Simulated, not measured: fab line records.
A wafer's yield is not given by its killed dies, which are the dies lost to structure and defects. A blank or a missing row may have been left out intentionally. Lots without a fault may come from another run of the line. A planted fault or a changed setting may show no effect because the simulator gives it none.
A sampling plan put to the test / flow nand_harc / one fab line, 44 faults that these records tell of, each judged on the records of the lots that it struck
The line's own looks make up the plan; these are the steps of the route where a gauge or inspection reads the wafer and leaves it unchanged. Where struck wafers have a number at a look and the file lists that look's usual mean and standard deviation on fault-free wafers, the look can be judged. Caught: 4 or more of those standard deviations (sigma) separate the usual mean from the mean of the struck wafers at a look after the fault's first step. On the tool: here the same test is run on the tool's own readings at the fault's steps. It also counts as caught if the struck wafers ran another recipe or if their record alone is blank.

== THE FAULTS, as the simulator had put them in ==
1. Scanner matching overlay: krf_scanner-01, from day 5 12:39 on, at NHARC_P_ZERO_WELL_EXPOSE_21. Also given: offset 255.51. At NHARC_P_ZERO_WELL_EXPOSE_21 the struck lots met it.
2. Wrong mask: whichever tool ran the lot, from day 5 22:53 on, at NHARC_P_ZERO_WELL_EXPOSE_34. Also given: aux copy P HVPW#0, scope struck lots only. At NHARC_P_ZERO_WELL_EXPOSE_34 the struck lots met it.
3. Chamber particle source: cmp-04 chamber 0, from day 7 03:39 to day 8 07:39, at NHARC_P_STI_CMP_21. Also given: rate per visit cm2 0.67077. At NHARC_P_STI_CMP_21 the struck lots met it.
4. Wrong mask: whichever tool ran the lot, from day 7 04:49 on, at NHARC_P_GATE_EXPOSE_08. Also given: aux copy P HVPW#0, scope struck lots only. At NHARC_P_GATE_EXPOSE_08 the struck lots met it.
5. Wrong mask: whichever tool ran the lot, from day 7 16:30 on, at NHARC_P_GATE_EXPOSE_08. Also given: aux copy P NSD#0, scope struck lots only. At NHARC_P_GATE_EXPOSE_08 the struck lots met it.
6. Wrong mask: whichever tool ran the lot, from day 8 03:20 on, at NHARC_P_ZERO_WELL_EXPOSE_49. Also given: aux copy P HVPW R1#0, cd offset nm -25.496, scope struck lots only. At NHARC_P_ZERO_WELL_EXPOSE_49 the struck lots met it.
7. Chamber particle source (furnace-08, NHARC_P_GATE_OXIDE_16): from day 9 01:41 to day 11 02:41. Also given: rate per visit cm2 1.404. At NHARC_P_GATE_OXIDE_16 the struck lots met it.
8. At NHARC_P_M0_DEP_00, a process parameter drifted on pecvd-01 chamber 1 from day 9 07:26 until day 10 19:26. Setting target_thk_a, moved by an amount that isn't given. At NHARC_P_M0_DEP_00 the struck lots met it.
9. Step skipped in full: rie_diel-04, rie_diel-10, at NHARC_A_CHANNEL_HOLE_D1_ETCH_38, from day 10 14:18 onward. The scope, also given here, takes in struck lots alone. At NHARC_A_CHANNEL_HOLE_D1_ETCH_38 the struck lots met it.
10. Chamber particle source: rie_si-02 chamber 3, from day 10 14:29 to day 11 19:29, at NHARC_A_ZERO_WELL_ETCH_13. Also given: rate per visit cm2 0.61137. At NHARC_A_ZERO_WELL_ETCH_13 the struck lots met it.
11. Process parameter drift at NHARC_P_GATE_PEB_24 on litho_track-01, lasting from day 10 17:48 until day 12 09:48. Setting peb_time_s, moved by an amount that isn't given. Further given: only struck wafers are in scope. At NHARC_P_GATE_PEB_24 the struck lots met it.
12. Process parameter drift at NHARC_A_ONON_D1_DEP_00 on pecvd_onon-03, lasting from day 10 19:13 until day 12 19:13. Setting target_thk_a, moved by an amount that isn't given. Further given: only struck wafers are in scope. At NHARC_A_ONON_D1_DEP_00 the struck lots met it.
13. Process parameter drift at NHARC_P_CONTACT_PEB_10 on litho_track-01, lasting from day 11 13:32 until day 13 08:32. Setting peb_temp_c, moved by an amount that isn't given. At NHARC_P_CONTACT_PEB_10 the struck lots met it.
14. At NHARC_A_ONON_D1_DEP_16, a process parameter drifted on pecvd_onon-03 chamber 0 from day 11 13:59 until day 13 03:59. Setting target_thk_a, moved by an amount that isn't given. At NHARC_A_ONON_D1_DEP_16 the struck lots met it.
15. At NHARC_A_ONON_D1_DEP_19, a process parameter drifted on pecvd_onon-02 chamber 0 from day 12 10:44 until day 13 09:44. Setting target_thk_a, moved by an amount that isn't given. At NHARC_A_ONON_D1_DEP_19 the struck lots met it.
16. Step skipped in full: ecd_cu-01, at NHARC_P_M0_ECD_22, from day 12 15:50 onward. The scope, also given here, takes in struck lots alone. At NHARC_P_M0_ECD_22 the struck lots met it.
17. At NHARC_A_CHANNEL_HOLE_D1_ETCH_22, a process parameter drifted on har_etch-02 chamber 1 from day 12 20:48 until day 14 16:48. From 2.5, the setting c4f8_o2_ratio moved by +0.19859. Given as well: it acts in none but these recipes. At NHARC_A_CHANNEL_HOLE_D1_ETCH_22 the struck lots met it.
18. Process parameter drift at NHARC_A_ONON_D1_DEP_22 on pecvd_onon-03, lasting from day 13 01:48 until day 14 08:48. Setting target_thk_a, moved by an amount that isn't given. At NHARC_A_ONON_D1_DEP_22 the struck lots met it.
19. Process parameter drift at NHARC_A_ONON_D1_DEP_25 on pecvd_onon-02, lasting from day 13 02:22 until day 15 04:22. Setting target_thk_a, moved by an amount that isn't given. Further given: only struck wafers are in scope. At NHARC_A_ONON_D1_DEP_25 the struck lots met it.
20. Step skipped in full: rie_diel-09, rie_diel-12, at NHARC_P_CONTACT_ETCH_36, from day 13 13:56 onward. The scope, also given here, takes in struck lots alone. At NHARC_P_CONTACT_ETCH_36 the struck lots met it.
21. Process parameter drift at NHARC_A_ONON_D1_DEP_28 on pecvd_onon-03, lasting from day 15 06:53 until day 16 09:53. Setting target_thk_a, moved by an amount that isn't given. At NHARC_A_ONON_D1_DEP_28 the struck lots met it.
22. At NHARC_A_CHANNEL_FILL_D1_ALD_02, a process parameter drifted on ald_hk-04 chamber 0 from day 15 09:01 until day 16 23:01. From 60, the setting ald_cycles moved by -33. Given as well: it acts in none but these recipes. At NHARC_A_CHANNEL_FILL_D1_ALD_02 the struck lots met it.
23. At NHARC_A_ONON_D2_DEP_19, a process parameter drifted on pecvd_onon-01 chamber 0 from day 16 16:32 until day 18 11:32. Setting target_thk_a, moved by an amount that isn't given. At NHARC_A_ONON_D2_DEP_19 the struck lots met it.
24. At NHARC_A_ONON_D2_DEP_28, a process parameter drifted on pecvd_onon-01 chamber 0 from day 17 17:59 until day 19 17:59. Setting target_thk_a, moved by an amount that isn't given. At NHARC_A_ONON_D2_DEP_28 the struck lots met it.
25. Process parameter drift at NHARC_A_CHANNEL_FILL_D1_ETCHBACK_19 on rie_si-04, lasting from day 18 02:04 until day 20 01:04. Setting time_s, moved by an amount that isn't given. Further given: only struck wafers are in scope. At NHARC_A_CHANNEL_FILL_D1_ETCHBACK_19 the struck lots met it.
26. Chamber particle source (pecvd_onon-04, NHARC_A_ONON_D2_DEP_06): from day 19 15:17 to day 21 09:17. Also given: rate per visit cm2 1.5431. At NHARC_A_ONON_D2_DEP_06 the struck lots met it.
27. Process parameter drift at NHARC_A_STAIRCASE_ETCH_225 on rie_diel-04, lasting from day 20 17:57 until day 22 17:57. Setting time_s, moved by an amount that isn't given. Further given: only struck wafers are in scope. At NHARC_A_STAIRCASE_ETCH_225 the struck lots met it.
28. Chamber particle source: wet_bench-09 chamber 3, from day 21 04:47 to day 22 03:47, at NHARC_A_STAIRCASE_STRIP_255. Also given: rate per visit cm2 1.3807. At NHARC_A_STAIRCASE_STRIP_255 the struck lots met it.
29. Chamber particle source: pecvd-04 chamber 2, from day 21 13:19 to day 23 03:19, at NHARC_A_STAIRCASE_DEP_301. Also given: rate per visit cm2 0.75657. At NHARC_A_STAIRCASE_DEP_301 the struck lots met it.
30. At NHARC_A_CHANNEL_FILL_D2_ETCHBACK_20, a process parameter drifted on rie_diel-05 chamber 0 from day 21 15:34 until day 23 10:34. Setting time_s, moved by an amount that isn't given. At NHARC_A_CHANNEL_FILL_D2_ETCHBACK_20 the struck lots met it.
31. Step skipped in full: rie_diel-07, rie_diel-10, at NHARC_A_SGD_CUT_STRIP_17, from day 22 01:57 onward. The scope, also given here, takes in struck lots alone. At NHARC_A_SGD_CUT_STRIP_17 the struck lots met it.
32. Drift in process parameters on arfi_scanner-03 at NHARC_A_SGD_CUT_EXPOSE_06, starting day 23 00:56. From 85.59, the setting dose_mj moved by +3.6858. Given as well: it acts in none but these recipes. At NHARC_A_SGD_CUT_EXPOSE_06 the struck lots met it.
33. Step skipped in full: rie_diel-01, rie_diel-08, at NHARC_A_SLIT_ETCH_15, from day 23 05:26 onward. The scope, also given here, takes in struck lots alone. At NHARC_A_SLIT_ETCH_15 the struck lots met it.
34. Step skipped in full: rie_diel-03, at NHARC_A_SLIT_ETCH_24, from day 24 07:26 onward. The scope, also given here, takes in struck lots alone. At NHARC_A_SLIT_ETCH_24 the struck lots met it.
35. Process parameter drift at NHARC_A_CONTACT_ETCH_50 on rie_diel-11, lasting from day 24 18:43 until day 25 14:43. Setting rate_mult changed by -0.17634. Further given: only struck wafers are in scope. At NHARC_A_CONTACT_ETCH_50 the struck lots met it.
36. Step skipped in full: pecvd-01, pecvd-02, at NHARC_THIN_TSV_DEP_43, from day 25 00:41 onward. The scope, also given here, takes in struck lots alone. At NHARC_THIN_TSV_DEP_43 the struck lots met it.
37. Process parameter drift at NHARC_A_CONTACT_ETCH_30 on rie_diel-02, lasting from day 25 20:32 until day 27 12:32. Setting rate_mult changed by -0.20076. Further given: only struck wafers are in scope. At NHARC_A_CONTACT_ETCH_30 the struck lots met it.
38. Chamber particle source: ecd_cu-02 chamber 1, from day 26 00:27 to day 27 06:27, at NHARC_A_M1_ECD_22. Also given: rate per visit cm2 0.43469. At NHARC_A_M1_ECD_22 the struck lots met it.
39. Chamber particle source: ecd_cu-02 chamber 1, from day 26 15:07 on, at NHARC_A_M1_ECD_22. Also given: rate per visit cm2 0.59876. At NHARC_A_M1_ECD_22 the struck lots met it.
40. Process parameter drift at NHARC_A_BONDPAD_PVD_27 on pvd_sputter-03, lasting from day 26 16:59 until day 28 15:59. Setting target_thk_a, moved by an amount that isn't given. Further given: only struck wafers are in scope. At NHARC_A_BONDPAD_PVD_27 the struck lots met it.
41. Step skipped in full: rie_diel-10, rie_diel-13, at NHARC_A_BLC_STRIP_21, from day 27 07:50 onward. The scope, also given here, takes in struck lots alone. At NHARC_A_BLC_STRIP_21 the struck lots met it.
42. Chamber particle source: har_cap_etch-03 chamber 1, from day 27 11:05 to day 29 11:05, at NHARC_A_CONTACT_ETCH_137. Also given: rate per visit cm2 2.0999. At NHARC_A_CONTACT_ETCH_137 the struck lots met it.
43. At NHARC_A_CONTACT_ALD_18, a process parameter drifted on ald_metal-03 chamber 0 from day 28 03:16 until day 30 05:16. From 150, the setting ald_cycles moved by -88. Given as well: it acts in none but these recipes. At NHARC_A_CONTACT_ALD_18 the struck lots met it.
44. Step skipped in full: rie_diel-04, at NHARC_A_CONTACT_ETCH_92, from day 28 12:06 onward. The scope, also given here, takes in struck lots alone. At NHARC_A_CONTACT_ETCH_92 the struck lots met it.

== WHAT THE PLAN SAW ==
fault=1; on the tool itself=no reading that can be judged; first look that catches it=NHARC_END_SORT_01; reading, sigma=killed_at_periphery +99 or beyond; median hours from its first step to that look=541.5; hours from the fault's start to the first struck lot there=546; judged looks passed uncaught=2
fault=2; on the tool itself=under 2 sigma; first look that catches it=NHARC_END_SORT_01; reading, sigma=killed_at_periphery +99 or beyond; median hours from its first step to that look=549.0; hours from the fault's start to the first struck lot there=553; judged looks passed uncaught=0
fault=3; on the tool itself=under 2 sigma; first look that catches it=NHARC_P_GATE_INSPECT_28; reading, sigma=raw_defect_count +99 or beyond; median hours from its first step to that look=34.2; hours from the fault's start to the first struck lot there=47; judged looks passed uncaught=1
fault=4; on the tool itself=under 2 sigma; first look that catches it=NHARC_END_SORT_01; reading, sigma=killed_at_periphery +99 or beyond; median hours from its first step to that look=496.6; hours from the fault's start to the first struck lot there=498; judged looks passed uncaught=0
fault=5; on the tool itself=no reading that can be judged; first look that catches it=NHARC_END_SORT_01; reading, sigma=killed_at_periphery +99 or beyond; median hours from its first step to that look=483.0; hours from the fault's start to the first struck lot there=487; judged looks passed uncaught=0
fault=6; on the tool itself=under 2 sigma; first look that catches it=NHARC_P_ZERO_WELL_CD_MEAS_52; reading, sigma=cd_nm -16; median hours from its first step to that look=0.2; hours from the fault's start to the first struck lot there=5; judged looks passed uncaught=0
fault=7; on the tool itself=under 2 sigma; first look that catches it=NHARC_P_GATE_INSPECT_28; reading, sigma=raw_defect_count +99 or beyond; median hours from its first step to that look=10.2; hours from the fault's start to the first struck lot there=14; judged looks passed uncaught=2
fault=8; on the tool itself=no reading that can be judged; first look that catches it=NHARC_END_SORT_01; reading, sigma=killed_at_periphery +99 or beyond; median hours from its first step to that look=441.5; hours from the fault's start to the first struck lot there=452; judged looks passed uncaught=0
fault=9; on the tool itself=the tool's record is blank for the struck wafers; first look that catches it=NHARC_END_SORT_01; reading, sigma=killed_dies +38; median hours from its first step to that look=390.8; hours from the fault's start to the first struck lot there=394; judged looks passed uncaught=0
fault=10; on the tool itself=under 2 sigma; first look that catches it=NHARC_A_ZERO_WELL_INSPECT_17; reading, sigma=raw_defect_count +86; median hours from its first step to that look=1.1; hours from the fault's start to the first struck lot there=6; judged looks passed uncaught=0
fault=11; on the tool itself=heater_power_total_W +44 sigma; first look that catches it=NHARC_P_GATE_CD_MEAS_26; reading, sigma=cd_nm +11; median hours from its first step to that look=0.1; hours from the fault's start to the first struck lot there=8; judged looks passed uncaught=0
fault=12; on the tool itself=under 2 sigma; first look that catches it=NHARC_A_ONON_D1_THK_MEAS_02; reading, sigma=thk_nm -50; median hours from its first step to that look=0.3; hours from the fault's start to the first struck lot there=15; judged looks passed uncaught=0
fault=13; on the tool itself=plate_temp_C -5.8 sigma; first look that catches it=NHARC_P_CONTACT_CD_MEAS_12; reading, sigma=cd_nm -5.0; median hours from its first step to that look=0.1; hours from the fault's start to the first struck lot there=15; judged looks passed uncaught=0
fault=14; on the tool itself=under 2 sigma; first look that catches it=NHARC_A_ONON_D1_THK_MEAS_18; reading, sigma=thk_nm -30; median hours from its first step to that look=0.4; hours from the fault's start to the first struck lot there=13; judged looks passed uncaught=0
fault=15; on the tool itself=under 2 sigma; first look that catches it=NHARC_A_ONON_D1_THK_MEAS_21; reading, sigma=thk_nm -32; median hours from its first step to that look=0.4; hours from the fault's start to the first struck lot there=8; judged looks passed uncaught=0
fault=16; on the tool itself=the tool's record is blank for the struck wafers; first look that catches it=NHARC_P_M0_THK_MEAS_24; reading, sigma=thk_nm -58; median hours from its first step to that look=1.0; hours from the fault's start to the first struck lot there=7; judged looks passed uncaught=0
fault=17; on the tool itself=under 2 sigma; first look that catches it=none of the 2 looks that can be judged after it; reading, sigma=-; median hours from its first step to that look=-; hours from the fault's start to the first struck lot there=-; judged looks passed uncaught=2
fault=18; on the tool itself=under 2 sigma; first look that catches it=NHARC_A_ONON_D1_THK_MEAS_24; reading, sigma=thk_nm -4.1; median hours from its first step to that look=0.4; hours from the fault's start to the first struck lot there=28; judged looks passed uncaught=0
fault=19; on the tool itself=no reading that can be judged; first look that catches it=NHARC_A_ONON_D1_THK_MEAS_27; reading, sigma=thk_nm +98; median hours from its first step to that look=0.4; hours from the fault's start to the first struck lot there=8; judged looks passed uncaught=0
fault=20; on the tool itself=the tool's record is blank for the struck wafers; first look that catches it=NHARC_END_SORT_01; reading, sigma=killed_at_periphery +99 or beyond; median hours from its first step to that look=467.9; hours from the fault's start to the first struck lot there=463; judged looks passed uncaught=0
fault=21; on the tool itself=no reading that can be judged; first look that catches it=NHARC_A_ONON_D1_THK_MEAS_30; reading, sigma=thk_nm +7.4; median hours from its first step to that look=0.5; hours from the fault's start to the first struck lot there=5; judged looks passed uncaught=0
fault=22; on the tool itself=under 2 sigma; first look that catches it=none of the 3 looks that can be judged after it; reading, sigma=strongest: VT_DECK1_BOTTOM_INNER at NHARC_END_WLT_00, -3.1; median hours from its first step to that look=-; hours from the fault's start to the first struck lot there=-; judged looks passed uncaught=3
fault=23; on the tool itself=no reading that can be judged; first look that catches it=NHARC_A_ONON_D2_THK_MEAS_21; reading, sigma=thk_nm -42; median hours from its first step to that look=0.4; hours from the fault's start to the first struck lot there=15; judged looks passed uncaught=0
fault=24; on the tool itself=no reading that can be judged; first look that catches it=NHARC_A_ONON_D2_THK_MEAS_30; reading, sigma=thk_nm -36; median hours from its first step to that look=0.5; hours from the fault's start to the first struck lot there=10; judged looks passed uncaught=0
fault=25; on the tool itself=under 2 sigma; first look that catches it=NHARC_END_SORT_01; reading, sigma=killed_dies +38; median hours from its first step to that look=379.5; hours from the fault's start to the first struck lot there=380; judged looks passed uncaught=0
fault=26; on the tool itself=under 2 sigma; first look that catches it=NHARC_END_SORT_01; reading, sigma=killed_dies +5.1; median hours from its first step to that look=286.5; hours from the fault's start to the first struck lot there=294; judged looks passed uncaught=1
fault=27; on the tool itself=run_length_s -18 sigma; first look that catches it=NHARC_END_SORT_01; reading, sigma=killed_dies +23; median hours from its first step to that look=199.9; hours from the fault's start to the first struck lot there=207; judged looks passed uncaught=0
fault=28; on the tool itself=no reading that can be judged; first look that catches it=NHARC_END_SORT_01; reading, sigma=killed_dies +5.3; median hours from its first step to that look=195.8; hours from the fault's start to the first struck lot there=197; judged looks passed uncaught=0
fault=29; on the tool itself=under 2 sigma; first look that catches it=not the one look that can be judged after it; reading, sigma=strongest: killed_dies at NHARC_END_SORT_01, +3.6; median hours from its first step to that look=-; hours from the fault's start to the first struck lot there=-; judged looks passed uncaught=1
fault=30; on the tool itself=run_length_s -9.1 sigma; first look that catches it=NHARC_END_SORT_01; reading, sigma=killed_dies +16; median hours from its first step to that look=244.6; hours from the fault's start to the first struck lot there=250; judged looks passed uncaught=0
fault=31; on the tool itself=the tool's record is blank for the struck wafers; first look that catches it=NHARC_END_SORT_01; reading, sigma=killed_dies +38; median hours from its first step to that look=130.1; hours from the fault's start to the first struck lot there=132; judged looks passed uncaught=1
fault=32; on the tool itself=exposure_dose_mJ_cm2 +32 sigma; first look that catches it=none of the 2 looks that can be judged after it; reading, sigma=strongest: cd_nm at NHARC_A_SGD_CUT_CD_MEAS_09, +3.3; median hours from its first step to that look=-; hours from the fault's start to the first struck lot there=-; judged looks passed uncaught=2
fault=33; on the tool itself=the tool's record is blank for the struck wafers; first look that catches it=NHARC_END_SORT_01; reading, sigma=killed_dies +38; median hours from its first step to that look=116.3; hours from the fault's start to the first struck lot there=114; judged looks passed uncaught=0
fault=34; on the tool itself=the tool's record is blank for the struck wafers; first look that catches it=NHARC_END_SORT_01; reading, sigma=killed_dies +38; median hours from its first step to that look=118.4; hours from the fault's start to the first struck lot there=119; judged looks passed uncaught=0
fault=35; on the tool itself=oes_product_au -5.3 sigma; first look that catches it=not the one look that can be judged after it; reading, sigma=strongest: killed_dies at NHARC_END_SORT_01, +2.1; median hours from its first step to that look=-; hours from the fault's start to the first struck lot there=-; judged looks passed uncaught=1
fault=36; on the tool itself=the tool's record is blank for the struck wafers; first look that catches it=NHARC_END_SORT_01; reading, sigma=killed_at_other +99 or beyond; median hours from its first step to that look=17.6; hours from the fault's start to the first struck lot there=22; judged looks passed uncaught=0
fault=37; on the tool itself=oes_product_au -7.0 sigma; first look that catches it=not the one look that can be judged after it; reading, sigma=-; median hours from its first step to that look=-; hours from the fault's start to the first struck lot there=-; judged looks passed uncaught=1
fault=38; on the tool itself=no reading that can be judged; first look that catches it=NHARC_END_SORT_01; reading, sigma=sort_bin_4_pct +13; median hours from its first step to that look=38.1; hours from the fault's start to the first struck lot there=51; judged looks passed uncaught=1
fault=39; on the tool itself=no reading that can be judged; first look that catches it=NHARC_END_SORT_01; reading, sigma=sort_bin_4_pct +17; median hours from its first step to that look=40.2; hours from the fault's start to the first struck lot there=40; judged looks passed uncaught=1
fault=40; on the tool itself=under 2 sigma; first look that catches it=NHARC_END_SORT_01; reading, sigma=sort_bin_2_pct +76; median hours from its first step to that look=30.8; hours from the fault's start to the first struck lot there=54; judged looks passed uncaught=0
fault=41; on the tool itself=the tool's record is blank for the struck wafers; first look that catches it=NHARC_END_SORT_01; reading, sigma=killed_dies +38; median hours from its first step to that look=47.0; hours from the fault's start to the first struck lot there=47; judged looks passed uncaught=1
fault=42; on the tool itself=the tool's record is blank for the struck wafers; first look that catches it=NHARC_END_SORT_01; reading, sigma=killed_dies +4.9; median hours from its first step to that look=51.5; hours from the fault's start to the first struck lot there=63; judged looks passed uncaught=1
fault=43; on the tool itself=under 2 sigma; first look that catches it=NHARC_END_SORT_01; reading, sigma=killed_dies +38; median hours from its first step to that look=45.6; hours from the fault's start to the first struck lot there=70; judged looks passed uncaught=0
fault=44; on the tool itself=the tool's record is blank for the struck wafers; first look that catches it=NHARC_END_SORT_01; reading, sigma=killed_dies +38; median hours from its first step to that look=48.0; hours from the fault's start to the first struck lot there=61; judged looks passed uncaught=0
A dash: the fault is not caught, or the number is missing from these records.

Caught at a look: 38 of 44. Caught on the tool: 17 of 44. By one or the other: 41 of 44.
Faults 32, 35, 37 were caught on the tool alone.
Caught at a look alone: faults 1, 2, 3, 4, 5, 6, 7, 8, 10, 12, 14, 15, 18, 19, 21, 23, 24, 25, 26, 28, 38, 39, 40, 43.
Caught by neither: faults 17, 22, 29.

== THINNER SAMPLING ==
In the worst case, this is how late the first struck lot would be measured if the look that catches a fault measured only every second or every third lot, by lot number:
fault=1; struck lots at that look, in order of time=L742, L744; every lot=546 h; every second lot=may miss all 2; every third lot=may miss all 2
fault=2; struck lots at that look, in order of time=L651; every lot=553 h; every second lot=may miss it; every third lot=may miss it
fault=3; struck lots at that look, in order of time=L581; every lot=47 h; every second lot=may miss it; every third lot=may miss it
fault=4; struck lots at that look, in order of time=L348; every lot=498 h; every second lot=may miss it; every third lot=may miss it
fault=5; struck lots at that look, in order of time=L264; every lot=487 h; every second lot=may miss it; every third lot=may miss it
fault=6; struck lots at that look, in order of time=L393; every lot=5 h; every second lot=may miss it; every third lot=may miss it
fault=7; struck lots at that look, in order of time=L619, L620; every lot=14 h; every second lot=22 h; every third lot=may miss all 2
fault=8; struck lots at that look, in order of time=L225, L227; every lot=452 h; every second lot=may miss all 2; every third lot=may miss all 2
fault=9; struck lots at that look, in order of time=L584, L583; every lot=394 h; every second lot=408 h; every third lot=may miss all 2
fault=10; struck lots at that look, in order of time=L438; every lot=6 h; every second lot=may miss it; every third lot=may miss it
fault=11; struck lots at that look, in order of time=L478; every lot=8 h; every second lot=may miss it; every third lot=may miss it
fault=12; struck lots at that look, in order of time=L366, L367, L368; every lot=15 h; every second lot=22 h; every third lot=36 h
fault=13; struck lots at that look, in order of time=L315, L316; every lot=15 h; every second lot=26 h; every third lot=may miss all 2
fault=14; struck lots at that look, in order of time=L233, L234; every lot=13 h; every second lot=28 h; every third lot=may miss all 2
fault=15; struck lots at that look, in order of time=L881, L882; every lot=8 h; every second lot=22 h; every third lot=may miss all 2
fault=16; struck lots at that look, in order of time=L381, L382; every lot=7 h; every second lot=18 h; every third lot=may miss all 2
fault=18; struck lots at that look, in order of time=L662; every lot=28 h; every second lot=may miss it; every third lot=may miss it
fault=19; struck lots at that look, in order of time=L448, L449, L451; every lot=8 h; every second lot=28 h; every third lot=may miss all 3
fault=20; struck lots at that look, in order of time=L598, L599; every lot=463 h; every second lot=504 h; every third lot=may miss all 2
fault=21; struck lots at that look, in order of time=L832, L834; every lot=5 h; every second lot=may miss all 2; every third lot=may miss all 2
fault=23; struck lots at that look, in order of time=L711, L714; every lot=15 h; every second lot=33 h; every third lot=may miss all 2
fault=24; struck lots at that look, in order of time=L557, L560; every lot=10 h; every second lot=48 h; every third lot=may miss all 2
fault=25; struck lots at that look, in order of time=L857, L858; every lot=380 h; every second lot=404 h; every third lot=may miss all 2
fault=26; struck lots at that look, in order of time=L953, L952; every lot=294 h; every second lot=295 h; every third lot=may miss all 2
fault=27; struck lots at that look, in order of time=L463, L465; every lot=207 h; every second lot=may miss all 2; every third lot=may miss all 2
fault=28; struck lots at that look, in order of time=L699; every lot=197 h; every second lot=may miss it; every third lot=may miss it
fault=30; struck lots at that look, in order of time=L545, L547; every lot=250 h; every second lot=may miss all 2; every third lot=may miss all 2
fault=31; struck lots at that look, in order of time=L736, L738, L739; every lot=132 h; every second lot=142 h; every third lot=may miss all 3
fault=33; struck lots at that look, in order of time=L747, L749; every lot=114 h; every second lot=may miss all 2; every third lot=may miss all 2
fault=34; struck lots at that look, in order of time=L150, L152; every lot=119 h; every second lot=may miss all 2; every third lot=may miss all 2
fault=36; struck lots at that look, in order of time=L671, L673; every lot=22 h; every second lot=may miss all 2; every third lot=may miss all 2
fault=38; struck lots at that look, in order of time=L264, L263, L265; every lot=51 h; every second lot=51 h; every third lot=54 h
fault=39; struck lots at that look, in order of time=L443, L446; every lot=40 h; every second lot=63 h; every third lot=may miss all 2
fault=40; struck lots at that look, in order of time=L411; every lot=54 h; every second lot=may miss it; every third lot=may miss it
fault=41; struck lots at that look, in order of time=L991, L992; every lot=47 h; every second lot=66 h; every third lot=may miss all 2
fault=42; struck lots at that look, in order of time=L220, L221; every lot=63 h; every second lot=90 h; every third lot=may miss all 2
fault=43; struck lots at that look, in order of time=L762, L764; every lot=70 h; every second lot=may miss all 2; every third lot=may miss all 2
fault=44; struck lots at that look, in order of time=L995, L994; every lot=61 h; every second lot=62 h; every third lot=may miss all 2
The hour figures run from when the fault began to the first measured lot among those it struck. The limit of 4 sigma was tested on all struck wafers together, so one lot alone may lie under it. Other struck lots may not be in these records.

== THE LONGEST TIMED WAY FROM STEP TO LOOK ==
Fault 2: the median time between NHARC_P_ZERO_WELL_EXPOSE_34 and NHARC_END_SORT_01 is 549.0 hours. No look between them can be judged.
